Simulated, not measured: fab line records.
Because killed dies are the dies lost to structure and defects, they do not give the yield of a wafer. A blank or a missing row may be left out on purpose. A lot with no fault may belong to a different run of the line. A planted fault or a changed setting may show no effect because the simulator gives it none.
Which of the tools did it? | flow nand harc | 12 lots, 36 wafers sampled, at 5 steps of a route of 1302

## WHAT THE GAUGES SHOWED, per wafer
NHARC_THIN_TSV_CD_MEAS_33 targets a cd of 5000 nm. Usual: 5000.3 nm for cd nm, sd 2.3.
lot  | measured     | on        | cd nm (nm)           | flag
L448 | day 23 17:32 | cd sem-02 | 4999.1 5000.9 4999.3 |
L449 | day 24 12:45 | cd sem-03 | 5000.5 4997.9 5001.6 |
L458 | day 28 08:24 | cd sem-01 | 5000.5 5000.9 4999.7 |
L460 | day 28 18:26 | cd sem-02 | 5002.1 5002.8 5001.7 |
L461 | day 29 08:05 | cd sem-01 | 5001.9 5000.5 4996.9 |
L463 | day 30 00:13 | cd sem-01 | 5001.6 5000.1 5003.0 |
L462 | day 29 22:49 | cd sem-03 | 4998.3 4999.2 4999.7 |
L465 | day 31 03:22 | cd sem-01 | 5001.3 5000.8 5002.4 |
L466 | day 31 05:10 | cd sem-01 | 5002.8 5003.7 5004.5 |
L468 | day 31 23:26 | cd sem-01 | 5002.5 4996.9 4998.9 |
L470 | day 33 01:22 | cd sem-01 | 5005.0 5002.0 5001.3 |
L471 | day 33 22:42 | cd sem-02 | 4999.1 4996.4 4997.0 |

NHARC_END_SORT_01. Usual: killed at array 55, standard deviation 17; killed at other 0.9, standard deviation 1.2; killed at periphery 3.7, standard deviation 2.5; killed dies 59, standard deviation 18; killed open 3.4, standard deviation 1.9; killed short 2.6, standard deviation 1.6.
lot  | measured     | on        | killed at array | killed at other | killed at periphery | killed dies | killed open | killed short | flag
L448 | day 24 10:16 | prober-01 | 64 55 52        | 1 0 2           | 6 3 1               | 71 58 55    | 7 5 3       | 4 1 5        |
L449 | day 25 04:29 | prober-01 | 49 44 57        | 1 1 0           | 1 3 4               | 51 48 61    | 2 2 3       | 5 4 6        |
L458 | day 28 17:29 | prober-02 | 37 30 120       | 0 2 0           | 1 5 3               | 38 37 123   | 2 4 3       | 3 4 1        |
L460 | day 29 06:59 | prober-02 | 63 64 54        | 0 0 1           | 0 4 6               | 63 68 61    | 2 0 4       | 3 1 0        |
L461 | day 29 18:31 | prober-01 | 60 67 55        | 2 3 0           | 2 2 1               | 64 72 56    | 1 6 2       | 0 4 2        |
L463 | day 30 09:46 | prober-02 | 64 42 50        | 0 0 2           | 7 5 13              | 71 47 65    | 5 2 4       | 1 2 2        |
L462 | day 30 10:31 | prober-01 | 50 46 53        | 0 0 0           | 2 7 3               | 52 53 56    | 4 0 5       | 4 3 1        |
L465 | day 31 12:11 | prober-01 | 87 65 76        | 0 0 0           | 4 3 4               | 91 68 80    | 3 1 6       | 3 1 2        |
L466 | day 31 11:29 | prober-02 | 59 54 50        | 0 0 0           | 4 4 4               | 63 58 54    | 6 2 4       | 2 6 4        |
L468 | day 32 08:37 | prober-01 | 60 28 32        | 0 1 0           | 6 5 2               | 66 34 34    | 4 1 2       | 1 2 1        |
L470 | day 33 13:16 | prober-01 | 66 70 69        | 1 1 0           | 3 3 5               | 70 74 74    | 4 3 4       | 3 2 5        |
L471 | day 34 06:31 | prober-01 | 30 34 47        | 0 1 0           | 2 1 1               | 32 36 48    | 3 3 2       | 3 3 4        |

## WHICH TOOL RAN EACH LOT (tool, then ch and the chambers of the sampled wafers, then the start)
lot  | NHARC_A_CHANNEL_FILL_D1_ALD_02   | NHARC_THIN_TSV_PRE_CLEAN_54  | NHARC_THIN_TSV_DESCUM_35
L448 | ald hk-02 ch 0,2,3, day 8 19:44  | pvd sputter-01, day 23 16:29 | rie diel-09 ch 1,2,3, day 23 17:41
L449 | ald hk-02 ch 0,1,2, day 9 01:37  | pvd sputter-01, day 24 11:41 | rie diel-09 ch 0,3, day 24 12:55
L458 | ald hk-03 ch 1,2,3, day 12 23:18 | pvd sputter-01, day 28 07:28 | rie diel-10 ch 0,1,3, day 28 08:34
L460 | ald hk-01 ch 0,1,2, day 13 18:28 | pvd sputter-03, day 28 17:29 | rie diel-08 ch 0,3, day 28 18:35
L461 | ald hk-01 ch 0,2, day 14 04:59   | pvd sputter-03, day 29 07:01 | rie diel-10 ch 0,1,2, day 29 08:14
L463 | ald hk-01 ch 1,2,3, day 14 19:53 | pvd sputter-03, day 29 23:17 | rie diel-08 ch 0,1, day 30 00:22
L462 | ald hk-02 ch 2,3, day 14 23:29   | pvd sputter-03, day 29 21:46 | rie diel-08 ch 0,2,3, day 29 23:01
L465 | ald hk-01 ch 0,2,3, day 15 15:02 | pvd sputter-01, day 31 02:25 | rie diel-09 ch 1,2,3, day 31 03:32
L466 | ald hk-02 ch 0,1, day 16 04:51   | pvd sputter-02, day 31 04:07 | rie diel-10 ch 1,2,3, day 31 05:22
L468 | ald hk-01 ch 1,2,3, day 17 10:19 | pvd sputter-02, day 31 22:13 | rie diel-10 ch 0,2,3, day 31 23:37
L470 | ald hk-01 ch 0,1,2, day 18 00:38 | pvd sputter-03, day 33 00:24 | rie diel-09 ch 0,1, day 33 01:31
L471 | ald hk-03 ch 0,1,2, day 18 09:11 | pvd sputter-02, day 33 21:38 | rie diel-09 ch 0,2,3, day 33 22:53
- NHARC_A_CHANNEL_FILL_D1_ALD_02: deposits SiO2, target thk 6 nm, pulse time 10 s, ald cycles 60.
- NHARC_THIN_TSV_PRE_CLEAN_54: time 30 s.
- NHARC_THIN_TSV_DESCUM_35: chemistry O2, time 3 s.

## WHAT THE TOOLS THEMSELVES READ (means of the sampled wafers that have a number; where no wafer has one, the mark that the record gives instead)
NHARC_A_CHANNEL_FILL_D1_ALD_02. Usual: heater power w 481 W, standard deviation 45; precursor pulse height rel 0.999, standard deviation 0.022.
lot  | tool      | heater power w (W) | precursor pulse height rel | flag
L448 | ald hk-02 | 504                | 1.001                      |
L449 | ald hk-02 | 477                | 0.990                      |
L458 | ald hk-03 | 462                | 1.022                      |
L460 | ald hk-01 | 451                | 0.972                      |
L461 | ald hk-01 | 461                | 1.006                      |
L463 | ald hk-01 | 461                | 1.009                      |
L462 | ald hk-02 | 513                | 0.995                      |
L465 | ald hk-01 | 473                | 1.010                      |
L466 | ald hk-02 | 510                | 0.984                      |
L468 | ald hk-01 | 462                | 0.998                      |
L470 | ald hk-01 | 449                | 0.998                      |
L471 | ald hk-03 | 464                | 1.012                      |

NHARC_THIN_TSV_PRE_CLEAN_54. Usual: 411 W for heater power w, sd 36.
lot  | tool           | heater power w (W) | flag
L448 | pvd sputter-01 | 395                |
L449 | pvd sputter-01 | 415                |
L458 | pvd sputter-01 | 400                |
L460 | pvd sputter-03 | 405                |
L461 | pvd sputter-03 | 412                |
L463 | pvd sputter-03 | 432                |
L462 | pvd sputter-03 | 435                |
L465 | pvd sputter-01 | 381                |
L466 | pvd sputter-02 | 407                |
L468 | pvd sputter-02 | 421                |
L470 | pvd sputter-03 | 417                |
L471 | pvd sputter-02 | 398                |

NHARC_THIN_TSV_DESCUM_35. Usual: for chamber pressure mTorr, 60.00 mTorr with a standard deviation of 0.056; for drypump motor current A, 5.86 A with a standard deviation of 0.27; for o2 flow sccm, 200.0 sccm with a standard deviation of 0.62; for oes product au, 1.005 a.u. with a standard deviation of 0.011; for rf vpp V, 57.6 V with a standard deviation of 0.99; for showerhead plenum p Torr, 1.87 Torr with a standard deviation of 0.074; for throttle valve pct, 11.311 % with a standard deviation of 0.0095.
lot  | tool        | chamber pressure mTorr (mTorr) | drypump motor current A (A) | o2 flow sccm (sccm) | oes product au (a.u.) | rf vpp V (V) | showerhead plenum p Torr (Torr) | throttle valve pct (%) | flag
L448 | rie diel-09 | 60.01                          | 5.93                        | 199.5               | 1.005                 | 58.5         | 1.90                            | 11.316                 |
L449 | rie diel-09 | 60.02                          | 6.03                        | 199.8               | 1.008                 | 57.2         | 1.82                            | 11.323                 |
L458 | rie diel-10 | 60.03                          | 5.94                        | 199.9               | 1.003                 | 57.7         | 1.90                            | 11.310                 |
L460 | rie diel-08 | 60.00                          | 5.65                        | 199.9               | 0.990                 | 58.4         | 1.86                            | 11.309                 |
L461 | rie diel-10 | 60.03                          | 5.58                        | 200.3               | 0.996                 | 56.8         | 1.87                            | 11.294                 |
L463 | rie diel-08 | 59.93                          | 5.88                        | 199.9               | 0.994                 | 57.6         | 1.87                            | 11.312                 |
L462 | rie diel-08 | 60.00                          | 5.88                        | 199.4               | 0.991                 | 57.8         | 1.84                            | 11.310                 |
L465 | rie diel-09 | 60.03                          | 5.94                        | 199.7               | 1.012                 | 57.4         | 1.90                            | 11.303                 |
L466 | rie diel-10 | 59.99                          | 5.76                        | 200.4               | 0.996                 | 57.2         | 1.87                            | 11.310                 |
L468 | rie diel-10 | 59.98                          | 5.81                        | 200.1               | 1.007                 | 57.5         | 1.92                            | 11.307                 |
L470 | rie diel-09 | 59.99                          | 5.88                        | 200.3               | 1.025                 | 57.9         | 1.86                            | 11.307                 |
L471 | rie diel-09 | 59.97                          | 6.00                        | 199.8               | 1.007                 | 57.9         | 1.83                            | 11.310                 |

## THE ANSWER, worked out from the rows above alone
Rule: take the mean of a lot's wafers that have a number; if it is more than 3 standard deviations from the usual mean, the lot is off. A lot without any number at a reading at which 4 lots or more have one is off too. All remaining lots with rows at the step are treated as sound. Order of review: gauges by route order, followed by the tools' own readings, for which a lot's mean as printed above is used. At the first step where some lot is off, the reading lying furthest off is the one used; lots without a number count as furthest.
No lot is off at any reading shown: from this, nothing can be told.

## WHAT THE SIMULATOR PUT IN
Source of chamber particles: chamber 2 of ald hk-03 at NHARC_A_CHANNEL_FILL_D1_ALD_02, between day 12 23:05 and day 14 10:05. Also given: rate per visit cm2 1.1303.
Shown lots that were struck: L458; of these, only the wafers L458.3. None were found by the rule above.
